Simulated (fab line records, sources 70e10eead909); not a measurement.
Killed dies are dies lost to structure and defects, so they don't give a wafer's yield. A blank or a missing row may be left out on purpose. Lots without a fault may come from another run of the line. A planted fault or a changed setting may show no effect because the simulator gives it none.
Which tool did it? | flow nand_harc | 24 lots, 72 wafers sampled, at 2 steps of a route of 1159

WHAT THE GAUGES READ, wafer by wafer
NHARC_A_ONON_D1_THK_MEAS_11: measures by ellipsometry. Usual: thk_nm 996 nm, standard deviation 8.8.
lot  | measured     | on            | thk_nm (nm)    | flag
L074 | day 7 14:44  | film_metro-01 | 994 992 993    |
L075 | day 8 06:23  | film_metro-02 | 997 1000 998   |
L076 | day 8 06:25  | film_metro-02 | 988 987 986    |
L077 | day 8 06:25  | film_metro-01 | 1004 1003 1003 |
L078 | day 8 16:06  | film_metro-02 | 1001 1002 1002 |
L079 | day 8 22:04  | film_metro-02 | 1002 1004 1001 |
L080 | day 9 01:34  | film_metro-01 | 1002 1002 1003 |
L081 | day 9 01:34  | film_metro-02 | 1005 1005 1003 |
L083 | day 9 17:51  | film_metro-01 | 995 996 996    |
L084 | day 9 17:30  | film_metro-01 | 989 992 988    |
L082 | day 9 17:38  | film_metro-02 | 984 982 984    |
L085 | day 10 10:51 | film_metro-01 | 1009 1010 1010 |
L087 | day 10 20:20 | film_metro-01 | 998 999 1000   |
L086 | day 10 20:22 | film_metro-02 | 1010 1012 1011 |
L088 | day 11 14:19 | film_metro-01 | 1000 1002 1000 |
L089 | day 11 17:20 | film_metro-02 | 998 997 1000   |
L090 | day 11 17:16 | film_metro-01 | 982 983 983    |
L091 | day 11 17:20 | film_metro-01 | 985 986 985    |
L092 | day 11 23:55 | film_metro-01 | 997 996 996    |
L093 | day 11 23:53 | film_metro-02 | 975 975 976    |
L094 | day 12 23:19 | film_metro-02 | 997 996 998    |
L095 | day 12 23:27 | film_metro-02 | 1004 1004 1003 |
L096 | day 12 23:21 | film_metro-02 | 991 991 991    |
L097 | day 12 23:40 | film_metro-01 | 991 995 992    |

WHICH TOOL RAN EACH LOT (tool, then ch and the chambers of the sampled wafers, then the start)
lot  | NHARC_P_BONDPAD_PRE_CLEAN_26
L074 | pvd_sputter-02, day 7 14:44 or earlier
L075 | pvd_sputter-01, day 8 06:23 or earlier
L076 | pvd_sputter-01, day 8 06:25 or earlier
L077 | pvd_sputter-01, day 8 06:25 or earlier
L078 | pvd_sputter-01, day 8 16:06 or earlier
L079 | pvd_sputter-02, day 8 22:04 or earlier
L080 | pvd_sputter-02, day 9 01:34 or earlier
L081 | pvd_sputter-02, day 9 01:34 or earlier
L083 | pvd_sputter-03, day 9 17:51 or earlier
L084 | pvd_sputter-02, day 9 17:30 or earlier
L082 | pvd_sputter-03, day 9 17:38 or earlier
L085 | pvd_sputter-03, day 10 10:51 or earlier
L087 | pvd_sputter-01, day 10 20:20 or earlier
L086 | pvd_sputter-03, day 10 20:22 or earlier
L088 | pvd_sputter-03, day 11 14:19 or earlier
L089 | pvd_sputter-02, day 11 17:20 or earlier
L090 | pvd_sputter-03, day 11 17:16 or earlier
L091 | pvd_sputter-02, day 11 17:20 or earlier
L092 | pvd_sputter-02, day 11 23:55 or earlier
L093 | pvd_sputter-02, day 11 23:53 or earlier
L094 | pvd_sputter-01, day 12 23:19 or earlier
L095 | pvd_sputter-02, day 12 23:27 or earlier
L096 | pvd_sputter-01, day 12 23:21 or earlier
L097 | pvd_sputter-02, day 12 23:40 or earlier
- NHARC_P_BONDPAD_PRE_CLEAN_26: time 30 s.

WHAT THE TOOLS THEMSELVES READ (means of the sampled wafers that have a number; where no wafer has one, the mark that the record gives instead)
NHARC_P_BONDPAD_PRE_CLEAN_26. Usual: heater_power_w 415 W, standard deviation 47.
lot  | tool           | heater_power_w (W) | flag
L074 | pvd_sputter-02 | 414                |
L075 | pvd_sputter-01 | 417                |
L076 | pvd_sputter-01 | 422                |
L077 | pvd_sputter-01 | 352                |
L078 | pvd_sputter-01 | 416                |
L079 | pvd_sputter-02 | 381                |
L080 | pvd_sputter-02 | 438                |
L081 | pvd_sputter-02 | 411                |
L083 | pvd_sputter-03 | 414                |
L084 | pvd_sputter-02 | 430                |
L082 | pvd_sputter-03 | 399                |
L085 | pvd_sputter-03 | 411                |
L087 | pvd_sputter-01 | 425                |
L086 | pvd_sputter-03 | 377                |
L088 | pvd_sputter-03 | 400                |
L089 | pvd_sputter-02 | 373                |
L090 | pvd_sputter-03 | 390                |
L091 | pvd_sputter-02 | 431                |
L092 | pvd_sputter-02 | 451                |
L093 | pvd_sputter-02 | 371                |
L094 | pvd_sputter-01 | 421                |
L095 | pvd_sputter-02 | 446                |
L096 | pvd_sputter-01 | 418                |
L097 | pvd_sputter-02 | 447                |

THE ANSWER, worked out from the rows above alone
Rule: a lot is off if the mean of its wafers that have a number lies more than 3 standard deviations from the usual mean. A lot without any number at a reading at which 4 lots or more have one is off too. The other lots that the step has rows for count as sound. The gauges are gone through in route order, then the tools' own readings, and for those a lot's mean is taken as printed above. The first step at which some lot is off is used, and at that step the reading that is off furthest; a lot without a number counts as furthest.
No lot is off at any reading shown: from this, nothing can be told.

WHAT THE SIMULATOR HAD PUT IN
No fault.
